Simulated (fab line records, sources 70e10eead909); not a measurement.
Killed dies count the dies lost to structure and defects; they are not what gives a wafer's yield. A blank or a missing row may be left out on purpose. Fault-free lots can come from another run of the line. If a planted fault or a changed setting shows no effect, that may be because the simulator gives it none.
8D (eight disciplines) problem report, filled in by code | flow nandHarc | the parts of the form that need people (team, actions taken, sign-off) are left out

1. THE PROBLEM
Wafers without a fault read 28, standard deviation 10; killedAtArray at NHARC_END_SORT_01 reads a mean of 673 on 3 wafers belonging to 2 lots. Measured from the usual mean, that is +65 standard deviations.
First observed at day 24 01:24: wafer L844.1, on prober-01. The record holds 6 wafers of 2 lots with a number at this step. The rule behind "out" and "out of limits": a value lying over 4 standard deviations away from the usual mean. All remaining wafers that have a number are taken as sound.

2. WHAT IT IS; WHAT IT IS NOT
question                    | is                        | is not
which readings at this step | killedAtArray, killedDies | killedAtPeriphery, killedOpen, killedShort
which lots                  | L844, L852                | -
which wafers of those lots  | L844.1, L844.6, L852.1    | L844.3, L852.2, L852.6
read on which gauges        | prober-01, prober-02      | -
when                        | from day 24 01:24         | up to then (0 sound wafers); but 3 sound wafers of L844, L852 came after

3. THE SUSPECTS, EACH WITH WHAT RULES IT OUT
Counting: a tool at a process step up to the reading stays a suspect if it ran every lot that is out. Sound lots after the first of them don't rule it out here, since some wafers of a struck lot are sound.
- the gauge at NHARC_END_SORT_01: ruled out. 2 gauges (prober-01, prober-02) read the wafers that are out.
- pecvd-04 at NHARC_A_STAIRCASE_DEP_322 (deposits SiO2, target thk 3800 nm): kept. It ran every lot that is out, first L844 (day 16 12:00).
- In pecvd-04 at NHARC_A_STAIRCASE_DEP_322, the wafers that are out were processed in chamber 0 and their sound lot-mates in chambers 1, 2.
After counting, what remains is pecvd-04 at NHARC_A_STAIRCASE_DEP_322.

4. THE CAUSE (what the simulator had put in)
pecvd-04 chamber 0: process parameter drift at NHARC_A_STAIRCASE_DEP_322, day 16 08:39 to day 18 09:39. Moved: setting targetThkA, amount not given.
Counting left only this tool.

5. THE EFFECT CHAIN, in route order
Rows list readings where the struck wafers' mean (over those with a number) sits beyond 3 standard deviations from the usual. Only readings whose record carries a usual standard deviation are examined. hours: median over the lots of the time between each lot's start at the first step of this table that gives one and its start at this step. sigmas: the change, counted in usual standard deviations.
hours | step              | reading       | usual | on struck wafers | change | sigmas
0     | NHARC_END_SORT_01 | killedAtArray | 28    | 673              | +645   | +65
0     | NHARC_END_SORT_01 | killedDies    | 31    | 677              | +646   | +65

6. WHAT WOULD HAVE CAUGHT IT SOONER
The first out-of-limits reading at a measuring or inspecting step in this record came at day 24 01:24, 185 hours after the fault's start at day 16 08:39.
No tool reading at NHARC_A_STAIRCASE_DEP_322 that has a usual standard deviation in the record was out on any struck wafer, so an alarm limit of 4 standard deviations on those readings would not have fired.
By day 24 01:24, every lot that is out (2) had started NHARC_A_STAIRCASE_DEP_322 on pecvd-04. Holding the tool at that point would not have protected any of them.
